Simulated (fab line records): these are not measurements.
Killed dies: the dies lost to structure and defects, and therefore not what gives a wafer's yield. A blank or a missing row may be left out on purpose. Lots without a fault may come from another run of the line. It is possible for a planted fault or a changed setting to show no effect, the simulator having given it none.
8D (eight disciplines) problem report, filled in by code ; flow n5 finfet ; the parts of the form that need people (team, actions taken, sign-off) are left out

1. THE PROBLEM
Mean of susceptor temp C at N5_BEOL_M7_PECVD_70: 410.78 C across 3 wafers in 2 lots; on wafers with no fault it is 400.02 C (standard deviation 0.2). That is +54 standard deviations from the usual mean.
The step: deposits SiO2 from TEOS/O2, target thk 20 nm, time 22.7 s.
Seen first at day 12 09:01 on pecvd-04, wafer L562.1. The record holds 12 wafers of 4 lots with a number at this step. By rule, "out" or "out of limits" means more than 4 standard deviations away from the usual mean. The other wafers with a number count as sound.

2. WHAT THIS IS AND IS NOT
question;is;is not
which readings at this step;susceptor temp C;showerhead plenum p Torr, showerhead vpp V, throttle valve pct
which lots;L562, L564;L559, L569
which wafers of those lots;L562.1, L564.1, L564.4;L562.2, L562.4, L564.6
read on which tools;pecvd-04;pecvd-02
when;from day 12 09:01;"up to then (5 sound wafers); but 4 sound wafers of L564, L569 came after"

3. WHAT RULES OUT EACH SUSPECT
Counting: any tool at a process step up to the reading remains a suspect provided it ran every lot that is out. Sound lots after the first of them don't rule it out here, since some wafers of a struck lot are sound.
- pecvd-04 at N5_BEOL_M7_PECVD_70 (deposits SiO2 from TEOS/O2, target thk 20 nm, time 22.7 s): kept. Ran every lot that is out, first one L562 (day 12 09:01); last sound lot up to then L559 (day 11 06:09). Out on those wafers are its own readings of susceptor temp C.
- The sound lot-mates ran in chamber 1 of pecvd-04 at N5_BEOL_M7_PECVD_70, but the wafers that are out ran in chamber 0.
Remaining after the count: pecvd-04 at N5_BEOL_M7_PECVD_70.

4. THE CAUSE (what the simulator had put in)
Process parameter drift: pecvd-04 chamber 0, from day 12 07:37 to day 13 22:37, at N5_BEOL_M7_PECVD_70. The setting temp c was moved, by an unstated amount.
Only this tool survived the counting.

5. THE EFFECT CHAIN, in route order
Each row: a reading whose mean over the struck wafers that have a number lies more than 3 standard deviations from the usual. Only readings for which the record gives a usual standard deviation are gone through. hours: the time from each lot's start at the first step in this table that gives one to its start at this step, as a median over the lots. sigmas: the change in usual standard deviations.
hours;step;reading;usual;on struck wafers;change;sigmas
0;N5_BEOL_M7_PECVD_70;susceptor temp C;400.02 C;410.78;+10.76;+54
Process steps it contains:
- N5_BEOL_M7_PECVD_70: deposits SiO2 from TEOS/O2, target thk 20 nm, time 22.7 s.

6. WHAT WOULD HAVE CAUGHT IT SOONER
In this record the first reading out of limits was taken at day 12 09:01, 1 hour after the fault began at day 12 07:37.
